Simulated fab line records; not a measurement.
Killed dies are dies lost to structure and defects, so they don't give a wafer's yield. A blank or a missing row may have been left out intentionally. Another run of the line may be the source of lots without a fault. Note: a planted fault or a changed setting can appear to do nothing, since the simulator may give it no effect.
One fault seen from 2 desks | flow nand harc | every desk sees just its own numbers, and what lay behind them comes last

== FROM THE METROLOGY DESK ==
Lot by lot, what the gauges showed, no matter which tool ran the lot: averages of those sampled wafers that carry a number. If a lot's mean is further than 4 standard deviations from the usual mean, the lot is out of limits and carries the mark OUT (the distance appears in the brackets).
Columns: A = thk nm at NHARC_A_ONON_D2_THK_MEAS_02, usual 1003 nm
lot  | first seen here | A
L770 | day 12 16:27    | 994
L773 | day 13 14:56    | 982
L772 | day 13 14:57    | 1009
L771 | day 13 19:56    | 1003
L779 | day 16 21:54    | 928 (-7.5) OUT
L781 | day 17 14:20    | 904 (-9.9) OUT
L784 | day 18 22:10    | 997
L786 | day 19 16:26    | 1005
L787 | day 20 03:37    | 1009
L790 | day 20 22:05    | 1002
L789 | day 21 02:43    | 1000
L791 | day 21 11:02    | 1001
L788 | day 21 11:03    | 1013
L792 | day 21 20:11    | 991
Finding of this desk: L779, L781 out of limits; the first was L779 at day 16 21:54, on thk nm at NHARC_A_ONON_D2_THK_MEAS_02. L770, L773, L772, L771, L784, L786, L787, L790, L789, L791, L788, L792 stayed within limits.

== FOR THE TOOL OWNER'S DESK: pecvd onon-02 ==
The tool's own readings at NHARC_A_ONON_D2_DEP_00 (target thk 1000 nm): means of the sampled wafers that have a number, for each lot that ran on this tool. If a lot's mean is further than 4 standard deviations from the usual mean, the lot is out of limits and carries the mark OUT (the distance appears in the brackets).
Columns: A = n2 flow sccm at NHARC_A_ONON_D2_DEP_00, usual 2749 sccm; B = sih4 flow sccm at NHARC_A_ONON_D2_DEP_00, usual 210.0 sccm
lot  | first seen here | A    | B
L770 | day 12 15:59    | 2747 | 210.7
L773 | day 13 14:29    | 2743 | 210.4
L779 | day 16 21:23    | 2755 | 209.9
L781 | day 17 13:53    | 2748 | 210.3
L787 | day 20 03:09    | 2742 | 210.7
L789 | day 21 02:16    | 2748 | 210.7
L788 | day 21 10:32    | 2753 | 210.0
L792 | day 21 19:41    | 2746 | 209.6
Result from this desk: across the 8 lots, nothing is out of limits.

== TAKEN TOGETHER ==
The metrology desk could have raised an alarm at day 16 21:54, on L779, L781.
The tool owner's desk saw nothing out of limits.
On record at the tool owner's desk: L779, L781, within its limits.
On pecvd onon-02, each named lot ran NHARC_A_ONON_D2_DEP_00.

== WHAT THE SIMULATOR HAD INSERTED ==
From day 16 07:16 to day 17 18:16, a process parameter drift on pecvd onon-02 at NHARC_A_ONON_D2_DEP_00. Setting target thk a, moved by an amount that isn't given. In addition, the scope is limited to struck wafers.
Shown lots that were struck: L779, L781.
Hours from the fault's start to each desk's first reading out of limits: the metrology desk, 15.
